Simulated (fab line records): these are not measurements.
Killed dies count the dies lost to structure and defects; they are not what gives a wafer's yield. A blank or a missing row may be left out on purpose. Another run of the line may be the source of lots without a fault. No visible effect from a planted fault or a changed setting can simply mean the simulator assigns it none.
Chamber matching | flow nand-harc | NHARC_P_CONTACT_ALD_22 on ald-metal-01: 4 sister chambers
The step deposits TiN, target thk 3 nm, pulse time 1 s, ald cycles 150. 4 wafers are shown with their chamber, then 8 later ones without.

== WAFERS, EACH WITH ITS CHAMBER ==
wafer  | chamber | heater-power-w (W)
L086.5 | 2       | 1200
L087.6 | 1       | 906
L090.5 | 3       | 1091
L092.1 | 0       | 1012

== WAFERS WITHOUT THEIR CHAMBER ==
wafer  | heater-power-w (W)
L092.5 | 1121
L092.6 | 1047
L094.2 | 1184
L094.3 | 919
L094.6 | 1182
L097.3 | 1167
L097.5 | 942
L097.6 | 1035

== WHICH CHAMBER EACH WENT THROUGH ==
wafer  | from the rows above     | in truth
L092.5 | can't be placed: 3 or 2 | 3
L092.6 | can't be placed: 0 or 3 | 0
L094.2 | 2                       | 2
L094.3 | 1                       | 1
L094.6 | 2                       | 2
L097.3 | can't be placed: 2 or 3 | 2
L097.5 | can't be placed: 1 or 0 | 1
L097.6 | can't be placed: 0 or 3 | 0
Correctly placed: 3 of 8. Not placeable from these rows: 5 (in 5, the candidates include the true chamber). Placed wrongly: 0.
How it was worked out, from the rows above alone: a wafer's distance from a chamber is the root of the sum, over the readings, of the square of ((its reading less the chamber's mean) divided by the reading's scatter). If the next closest chamber is less than 2 further off than the closest, the wafer can't be placed; otherwise it belongs to the closest. Each chamber's mean is taken over the wafers shown for it. The scatter (one wafer shown for each chamber): square how far every hidden wafer sits from the nearest shown wafer, average those squares and take the square root.
